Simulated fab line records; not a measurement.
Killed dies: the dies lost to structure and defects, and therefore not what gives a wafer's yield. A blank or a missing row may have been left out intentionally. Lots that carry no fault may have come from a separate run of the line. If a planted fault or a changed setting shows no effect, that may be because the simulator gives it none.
A lot that was struck, set against a sound lot || flow n5-finfet || 36 out of 1938 route steps
Sound: the wafers L545.2, L545.4, L545.5. Struck: wafers L551.2, L551.3 (left out: L551.5, a lot-mate that was not struck); the cause follows at the end.
At each step with rows: each side's tool, then ch and its chambers, then its first start. Under that, the readings that differ: sound wafers || struck wafers || difference of the means || sigmas: that difference in standard deviations of wafers without a fault.
alike: readings with means less than 2 such deviations apart, plus words and numbers identical on both sides. not compared: withheld readings, readings lacking a value on some wafer, bounds such as >300 that could conceal the same value, and numbers that have no deviation in the record and whose values overlap.
A row with sigmas, a row that says differs or no value, or rows on one side alone: a step with any of these is where the two part. Numbers that have no deviation but don't overlap get no sigmas and don't part them. A reading that every wafer of one side lacks parts them only if that side has two wafers or more.

first, 9 steps without rows for these wafers: N5_SD_EPI_N_DEVELOP_08 (develop time 30 s); N5_SD_EPI_N_DESCUM_14 (chemistry O2, time 7.9 s); N5_SD_EPI_N_ETCH_34 (etches SiARC in CF4, target depth 45.5 nm, time 75.8 s); N5_SD_EPI_N_ETCH_35 (etches SOC in N2/H2, overetch 108 nm, time 486 s); N5_SD_EPI_N_STRIP_36 (strips in N2/H2); N5_SD_EPI_N_ETCHBACK_44 (etches SiNx in CH3F/O2, stops on SiO2, target depth 14.5 nm); N5_SD_EPI_N_ETCH_45 (etches SiOCN in CH3F/O2, target depth 6 nm); N5_SD_EPI_N_ETCH_16 (etches SiO2 in CHF3/O2, target depth 5 nm); N5_SD_EPI_N_STRIP_47 (strips in CHF3/O2).
N5_SD_EPI_N_SD_RECESS_17: chemistry HBr/Cl2/O2, target depth 41 nm, time 23.7 s, bt time 3 s.
  sound on rie-si-06 ch 0,2,3, day 4 04:30; struck on rie-si-06 ch 1,3, day 5 18:24
{"reading": "model.etch.depth-nm (nm)", "sound": "40.41 40.75 41.49", "struck": "50.23 49.41", "difference": "+8.94", "sigmas": ""}
{"reading": "model.SD_EPI_N.feature-depth-nm (nm)", "sound": "40.4 40.8 41.4", "struck": "50.2 49.4", "difference": "+8.9", "sigmas": ""}
{"reading": "model.Si_of_WELL_APT_EPI_41.thk-nm (nm)", "sound": "10 9 8.8", "struck": "4.4 4.4", "difference": -4.9, "sigmas": ""}
  alike: O2_flow_sccm, drypump-motor-current-A, he-backside-leak-sccm, mfc-cl2-sccm, oes-product-au, throttle-valve-pct
  not compared: rf-hours-counter-h
then, 2 steps without rows for these wafers: N5_SD_EPI_N_STRIP_38 (strips in N2/H2); N5_SD_EPI_N_WET_ETCH_43 (etches SiO2 in dHF, time 14 s, target depth 1.5 nm).
N5_SD_EPI_N_STRIP_18: strips in SPM, time 750 s.
  sound on wet-bench-06 ch 1,2,7, day 4 04:41; struck on wet-bench-06 ch 5,7, day 5 18:35
{"reading": "model.Si_of_WELL_APT_EPI_41.thk-nm (nm)", "sound": "9.6 8.6 8.6", "struck": "4 4", "difference": -5, "sigmas": ""}
  alike: temp-c
then, 21 steps without rows for these wafers: N5_SD_EPI_N_SRD_20 (time 30 s); N5_SD_EPI_N_PRECLEAN_48 (cleans in NF3:NH3, afs cycles 2, time 20 s, sublimation time 60 s); N5_SD_EPI_N_VAPOR_ETCH_50 (etches Si in HCl, time 54 s); N5_SD_EPI_N_EPI_21 (deposits Si:P, time 690 s); N5_SD_EPI_N_PRECLEAN_24 (cleans in O3/DIW, time 60 s); N5_SD_EPI_N_SRD_25 (time 30 s); N5_SD_EPI_N_PRECLEAN_49 (cleans in NF3:NH3, afs cycles 1, time 20 s, sublimation time 60 s); N5_SD_EPI_N_LINER_46 (material SiNx, target thk 3 nm); N5_SD_EPI_P_COAT_34 (time 60 s, resist thk 350 nm); N5_SD_EPI_P_COAT_35 (time 60 s, resist thk 35 nm); N5_SD_EPI_P_COAT_03 (resist thk 150 nm); N5_SD_EPI_P_EBR_05; N5_SD_EPI_P_SOFTBAKE_04 (time 60 s); N5_SD_EPI_P_EXPOSE_06 (exposes mask SD P BLK, target cd 240 nm); N5_SD_EPI_P_PEB_07 (peb time 60 s); N5_SD_EPI_P_DEVELOP_08 (develop time 30 s); N5_SD_EPI_P_DESCUM_14 (chemistry O2, time 7.9 s); N5_SD_EPI_P_ETCH_36 (etches SiARC in CF4, target depth 45.5 nm, time 75.8 s); N5_SD_EPI_P_ETCH_37 (etches SOC in N2/H2, overetch 108 nm, time 486 s); N5_SD_EPI_P_STRIP_38 (strips in N2/H2); N5_SD_EPI_P_ETCHBACK_46 (etches SiNx in CH3F/O2, stops on SiO2, target depth 17.5 nm).
-- record jumps: 5 days separate the struck wafers' starts on either side; left off in module SD_EPI_P, taken up again in module BEOL_M4, whose first shown step is the route's number 1111 --
N5_BEOL_M4_RC_MEAS_101:
  sound on prober-01 ch 0, day 9 09:52; struck on prober-02 ch 0, day 10 19:24
{"reading": "CJ_N", "sound": "4.24 4.22 4.33", "struck": "4.89 4.88", "difference": "+0.62", "sigmas": "+7"}
{"reading": "DIBL_N (mV/V)", "sound": "35.9 35.7 36.2", "struck": "61.9 53.6", "difference": "+21.8", "sigmas": "+15"}
{"reading": "IOFF_N (nA/um)", "sound": "0.145 0.142 0.155", "struck": "5.408 2.673", "difference": "+3.893", "sigmas": "+99 or more"}
{"reading": "IOFF_N_85C (nA/um)", "sound": "2.9 2.8 3.1", "struck": "59.4 32.6", "difference": "+43.1", "sigmas": "+99 or more"}
{"reading": "IOFF_N_LIN (nA/um)", "sound": "0.071 0.070 0.074", "struck": "0.156 0.128", "difference": "+0.070", "sigmas": "+8"}
{"reading": "IOFF_N_LONG (nA/um)", "sound": "5.56e-05 5.6e-05 5.68e-05", "struck": "6.41e-05 6.36e-05", "difference": "+7.72e-06", "sigmas": "+4"}
{"reading": "ION_N (uA/um)", "sound": "678 670 678", "struck": "716 701", "difference": "+33", "sigmas": "+4"}
{"reading": "SS_N (mV/dec)", "sound": "71.6 71.3 70.2", "struck": "115.7 100.7", "difference": "+37.2", "sigmas": "+69"}
{"reading": "VT_N (mV)", "sound": "250.1 250.5 249.6", "struck": "242.4 245.7", "difference": -6.0, "sigmas": -2}
  alike: DIBL_P, IOFF_P, ION_P, SS_P, VT_P
-- here the record skips 4 days between the struck wafers' starts before and after, leaving off in module BEOL_M4 and picking up in module PASSIVATION (first step shown: number 1936 of the route) --
N5_PASSIVATION_PROBE_49:
  sound on prober-01 at day 13 22:06; struck on prober-02 at day 14 23:31
{"reading": "sort_bin_4_leakage (%)", "sound": "0 0 0", "struck": "91.44 92.29", "difference": "+91.87", "sigmas": ""}
{"reading": "sort-n-pass", "sound": "1052 1075 1069", "struck": "0 0", "difference": -1065, "sigmas": -67}
{"reading": "sort-yield-pct (%)", "sound": "89.2 91.1 90.6", "struck": "0 0", "difference": -90, "sigmas": -64}
  alike: defect-limited-yield, killed_at_M0_to_M3, killed_at_M4_up, killed-at-contacts, killed-at-front-end, killed-at-other, killed-dies, killed-open, killed-short, sort_bin_5_function, sort_bin_6_memory

WHERE THEY PART
At N5_BEOL_M4_RC_MEAS_101 first; at N5_PASSIVATION_PROBE_49 last (within this record only).

WHY: the cause the simulator had injected
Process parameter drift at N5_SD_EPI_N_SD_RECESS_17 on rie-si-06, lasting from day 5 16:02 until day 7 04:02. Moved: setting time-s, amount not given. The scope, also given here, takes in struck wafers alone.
